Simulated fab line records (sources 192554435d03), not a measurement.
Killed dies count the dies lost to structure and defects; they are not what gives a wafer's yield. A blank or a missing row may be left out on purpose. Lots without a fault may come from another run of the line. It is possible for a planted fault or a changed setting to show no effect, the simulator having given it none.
Matching of chambers ; flow n5Finfet ; N5_BEOL_M9_ETCH_76 on rieDiel-05: 4 sister chambers
The step etches underlayer in N2/H2, target depth 6.5 nm, time 5.2 s. 8 wafers are shown with their chamber, then 10 later ones without.

== EACH WAFER AND ITS CHAMBER ==
wafer;chamber;throttleValvePct (%);etchRfOnTimeS (s)
L079.4;3;18.36;5.35
L080.1;3;18.36;5.43
L080.5;1;18.16;5.12
L090.5;0;18.07;5.20
L091.4;1;18.15;5.07
L091.5;2;17.63;5.13
L092.1;2;17.63;5.26
L092.4;0;17.63;5.24

== WAFERS WITH NO CHAMBER GIVEN ==
wafer;throttleValvePct (%);etchRfOnTimeS (s)
L092.5;18.20;5.21
L093.1;17.66;5.13
L093.4;17.60;5.18
L093.6;17.65;5.17
L096.1;18.39;5.41
L096.3;17.64;5.14
L096.5;18.38;5.41
L095.3;18.39;5.40
L095.5;17.61;5.17
L095.6;18.40;5.36

== WHICH CHAMBER EACH WENT THROUGH ==
wafer;from the rows above;in truth
L092.5;can't be placed: 1 or 0 or 3 or 2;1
L093.1;can't be placed: 2 or 0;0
L093.4;can't be placed: 2 or 0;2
L093.6;can't be placed: 2 or 0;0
L096.1;3;3
L096.3;can't be placed: 2 or 0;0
L096.5;3;3
L095.3;3;3
L095.5;can't be placed: 2 or 0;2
L095.6;3;3
4 of 10 placed correctly. Cannot be placed on the basis of these rows: 6; the candidates contain the true chamber in 6. 0 placed wrongly.
How it was worked out, from the rows above alone: a wafer's distance from a chamber is the root of the sum, over the readings, of the square of ((its reading less the chamber's mean) divided by the reading's scatter). The wafer belongs to the nearest chamber; if the next one is less than 2 further off, it can't be placed. Each chamber's mean is taken over the wafers shown for it. The scatter: the root of (the sum of the squares of (reading less its chamber's mean) over the shown wafers, divided by (wafers less chambers)).
